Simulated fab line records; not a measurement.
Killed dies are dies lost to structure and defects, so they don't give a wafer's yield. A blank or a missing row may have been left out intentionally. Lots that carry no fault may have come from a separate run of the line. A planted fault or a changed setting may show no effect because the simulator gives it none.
8D (eight disciplines) problem report, filled in by code / flow n5Finfet / the parts of the form that need people (team, actions taken, sign-off) are left out

## 1. WHAT WENT WRONG
Wafers without a fault read 26000 W, standard deviation 4.3; cathodeDcPowerW at N5_BEOL_M13_SPUTTER_45 reads a mean of 23235 W on 3 wafers belonging to 2 lots. So: -99 or more standard deviations from the usual mean.
The step: material Cu, target thk 80 nm, time 13.33 s.
First observed at day 15 01:28: wafer L732.2, on pvdSputter-01. The record has a number at this step for 35 wafers belonging to 12 lots. The rule behind "out" and "out of limits": a value lying over 4 standard deviations away from the usual mean. All remaining wafers that have a number are taken as sound.

## 2. WHAT IT IS; WHAT IT IS NOT
question=which readings at this step | is=cathodeDcPowerW | is not=throttleValvePct
question=which lots | is=L732, L736 | is not=L723, L725, L727, L728, L729, L730, L733, L743, L744, L745
question=which wafers of those lots | is=L732.2, L736.4, L736.5 | is not=L732.1, L732.3, L736.1
question=read on which tools | is=pvdSputter-01 | is not=pvdSputter-02, pvdSputter-03
question=when | is=from day 15 01:28 | is not=up to then (19 sound wafers); but 13 sound wafers of L733, L736, L743, L744, L745 came after

## 3. THE SUSPECTS, EACH WITH WHAT RULES IT OUT
Counting: any tool at a process step up to the reading remains a suspect provided it ran every lot that is out. Sound lots after the first of them don't rule it out here, since some wafers of a struck lot are sound.
- rieDiel-01 at N5_BEOL_M13_ETCH_38 (etches SiCN in CF4/N2, target depth 67.5 nm, time 71.9 s): kept. Every lot that is out went through it, the first being L732 (day 15 00:32); the last sound lot it ran before that was L730 (day 14 06:29).
- pvdSputter-01 at N5_BEOL_M13_SPUTTER_45 (material Cu, target thk 80 nm, time 13.33 s): kept. Every lot that is out went through it, the first being L732 (day 15 01:28); the last sound lot it ran before that was L730 (day 14 07:06). On those wafers its own readings are out: cathodeDcPowerW.
Left after counting: rieDiel-01 at N5_BEOL_M13_ETCH_38, pvdSputter-01 at N5_BEOL_M13_SPUTTER_45.

## 4. THE CAUSE (what the simulator had put in)
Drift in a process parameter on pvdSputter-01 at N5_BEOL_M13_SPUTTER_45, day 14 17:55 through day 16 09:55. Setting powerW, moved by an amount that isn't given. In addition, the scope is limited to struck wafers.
This tool is one of the 2 suspects left after counting.

## 5. SEQUENCE OF EFFECTS, ordered by route
Each row: a reading where the mean over the struck wafers with a number is more than 3 standard deviations away from the usual. Scope: only readings with a usual standard deviation given in the record; hours: median across lots of the time from each lot's start at the first step in this table that gives one to its start at this step; sigmas: change in usual standard deviations.
hours=0; step=N5_BEOL_M13_SPUTTER_45; reading=cathodeDcPowerW; usual=26000 W; on struck wafers=23235; change=-2765; sigmas=-99 or more
Process steps it contains:
- N5_BEOL_M13_SPUTTER_45: material Cu, target thk 80 nm, time 13.33 s.
At these later measuring or inspecting steps, every struck wafer for which the step has a row has a number for every such reading, and none has moved that far: N5_BEOL_M14_THK_MEAS_01.

## 6. HOW IT WOULD HAVE BEEN CAUGHT EARLIER
8 hours passed between the start of the fault at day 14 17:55 and the first reading out of limits in this record, taken at day 15 01:28.
